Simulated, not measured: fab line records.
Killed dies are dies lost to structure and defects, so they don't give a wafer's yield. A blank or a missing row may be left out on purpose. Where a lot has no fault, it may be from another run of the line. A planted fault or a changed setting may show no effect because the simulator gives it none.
Matching of chambers / flow nand_harc / rie_diel-07 running NHARC_A_M0_ETCH_34: 4 sister chambers
The step etches the open film in N2/H2, target depth 40 nm, overetch 12 nm, time 43.94 s. 8 wafers are shown with their chamber, then 9 later ones without.

## WAFERS PAIRED WITH THEIR CHAMBERS
wafer=L085.1; chamber=3; showerhead_plenum_p_Torr (Torr)=2.07; n2_flow_sccm (sccm)=150.8
wafer=L085.4; chamber=1; showerhead_plenum_p_Torr (Torr)=2.16; n2_flow_sccm (sccm)=149.2
wafer=L088.6; chamber=3; showerhead_plenum_p_Torr (Torr)=2.07; n2_flow_sccm (sccm)=150.0
wafer=L089.3; chamber=2; showerhead_plenum_p_Torr (Torr)=2.09; n2_flow_sccm (sccm)=150.8
wafer=L089.6; chamber=0; showerhead_plenum_p_Torr (Torr)=2.14; n2_flow_sccm (sccm)=149.3
wafer=L090.1; chamber=1; showerhead_plenum_p_Torr (Torr)=2.16; n2_flow_sccm (sccm)=149.5
wafer=L090.3; chamber=0; showerhead_plenum_p_Torr (Torr)=2.13; n2_flow_sccm (sccm)=149.9
wafer=L090.5; chamber=2; showerhead_plenum_p_Torr (Torr)=2.09; n2_flow_sccm (sccm)=150.3

## WAFERS MISSING THEIR CHAMBER
wafer=L092.1; showerhead_plenum_p_Torr (Torr)=2.07; n2_flow_sccm (sccm)=149.9
wafer=L092.2; showerhead_plenum_p_Torr (Torr)=2.13; n2_flow_sccm (sccm)=150.5
wafer=L092.3; showerhead_plenum_p_Torr (Torr)=2.09; n2_flow_sccm (sccm)=150.1
wafer=L096.3; showerhead_plenum_p_Torr (Torr)=2.07; n2_flow_sccm (sccm)=149.8
wafer=L096.4; showerhead_plenum_p_Torr (Torr)=2.16; n2_flow_sccm (sccm)=149.4
wafer=L096.5; showerhead_plenum_p_Torr (Torr)=2.09; n2_flow_sccm (sccm)=150.4
wafer=L097.1; showerhead_plenum_p_Torr (Torr)=2.16; n2_flow_sccm (sccm)=150.1
wafer=L097.4; showerhead_plenum_p_Torr (Torr)=2.08; n2_flow_sccm (sccm)=150.0
wafer=L097.5; showerhead_plenum_p_Torr (Torr)=2.08; n2_flow_sccm (sccm)=149.9

## THE CHAMBER EACH PASSED THROUGH
wafer=L092.1; from the rows above=3; in truth=3
wafer=L092.2; from the rows above=0; in truth=0
wafer=L092.3; from the rows above=2; in truth=2
wafer=L096.3; from the rows above=3; in truth=3
wafer=L096.4; from the rows above=1; in truth=1
wafer=L096.5; from the rows above=2; in truth=2
wafer=L097.1; from the rows above=1; in truth=1
wafer=L097.4; from the rows above=can't be placed: 3 or 2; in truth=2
wafer=L097.5; from the rows above=can't be placed: 3 or 2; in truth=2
Placed correctly: 7 of 9. From these rows, 2 cannot be placed; in 2 the true chamber is one of the candidates. 0 placed wrongly.
How it was worked out, from the rows above alone: a wafer's distance from a chamber is the root of the sum, over the readings, of the square of ((its reading less the chamber's mean) divided by the reading's scatter). The wafer belongs to the nearest chamber; if the next one is less than 2 further off, it can't be placed. A chamber's mean is the mean of its shown wafers. The scatter is the square root of a quotient: the sum, over the shown wafers, of each reading's squared deviation from its chamber's mean, divided by wafers minus chambers.
